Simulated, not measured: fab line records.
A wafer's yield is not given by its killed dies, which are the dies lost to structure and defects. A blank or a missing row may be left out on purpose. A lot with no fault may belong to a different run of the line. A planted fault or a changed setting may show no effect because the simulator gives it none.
Chamber matching || flow nand_harc || rie_diel-07 running NHARC_P_GATE_STRIP_108: 4 sister chambers
The step strips in O2. 8 wafers are shown with their chamber, then 7 later ones without.

== WAFERS WITH THEIR CHAMBER ==
{"wafer": "L945.2", "chamber": 3, "showerhead_plenum_p_Torr (Torr)": 3.77, "chamber_pressure_mTorr (mTorr)": 60.04}
{"wafer": "L945.4", "chamber": 1, "showerhead_plenum_p_Torr (Torr)": 3.72, "chamber_pressure_mTorr (mTorr)": 59.95}
{"wafer": "L945.6", "chamber": 2, "showerhead_plenum_p_Torr (Torr)": 3.63, "chamber_pressure_mTorr (mTorr)": 60.07}
{"wafer": "L949.1", "chamber": 0, "showerhead_plenum_p_Torr (Torr)": 3.67, "chamber_pressure_mTorr (mTorr)": 59.96}
{"wafer": "L949.2", "chamber": 3, "showerhead_plenum_p_Torr (Torr)": 3.76, "chamber_pressure_mTorr (mTorr)": 60.06}
{"wafer": "L949.3", "chamber": 1, "showerhead_plenum_p_Torr (Torr)": 3.72, "chamber_pressure_mTorr (mTorr)": 59.97}
{"wafer": "L954.1", "chamber": 0, "showerhead_plenum_p_Torr (Torr)": 3.67, "chamber_pressure_mTorr (mTorr)": 60.03}
{"wafer": "L954.5", "chamber": 2, "showerhead_plenum_p_Torr (Torr)": 3.63, "chamber_pressure_mTorr (mTorr)": 60.04}

== WAFERS MISSING THEIR CHAMBER ==
{"wafer": "L954.6", "showerhead_plenum_p_Torr (Torr)": 3.76, "chamber_pressure_mTorr (mTorr)": 59.97}
{"wafer": "L960.2", "showerhead_plenum_p_Torr (Torr)": 3.72, "chamber_pressure_mTorr (mTorr)": 60.04}
{"wafer": "L960.4", "showerhead_plenum_p_Torr (Torr)": 3.76, "chamber_pressure_mTorr (mTorr)": 59.99}
{"wafer": "L960.5", "showerhead_plenum_p_Torr (Torr)": 3.72, "chamber_pressure_mTorr (mTorr)": 60.14}
{"wafer": "L961.2", "showerhead_plenum_p_Torr (Torr)": 3.72, "chamber_pressure_mTorr (mTorr)": 60.03}
{"wafer": "L961.4", "showerhead_plenum_p_Torr (Torr)": 3.62, "chamber_pressure_mTorr (mTorr)": 60.00}
{"wafer": "L961.5", "showerhead_plenum_p_Torr (Torr)": 3.62, "chamber_pressure_mTorr (mTorr)": 59.93}

== EACH ONE'S CHAMBER ==
{"wafer": "L954.6", "from the rows above": 3, "in truth": 3}
{"wafer": "L960.2", "from the rows above": 1, "in truth": 1}
{"wafer": "L960.4", "from the rows above": 3, "in truth": 3}
{"wafer": "L960.5", "from the rows above": 1, "in truth": 1}
{"wafer": "L961.2", "from the rows above": 1, "in truth": 1}
{"wafer": "L961.4", "from the rows above": 2, "in truth": 2}
{"wafer": "L961.5", "from the rows above": 2, "in truth": 2}
Correctly placed: 7 of 7. Can't be placed from these rows: 0. Wrongly placed: 0.
How it was worked out, from the rows above alone: a wafer's distance from a chamber is the root of the sum, over the readings, of the square of ((its reading less the chamber's mean) divided by the reading's scatter). The wafer belongs to the nearest chamber; if the next one is less than 2 further off, it can't be placed. The mean given for a chamber averages the wafers shown for that chamber. How the scatter is found: for the shown wafers, subtract from each reading the mean of its chamber, square and add these, divide the total by (wafers less chambers), then take the root.
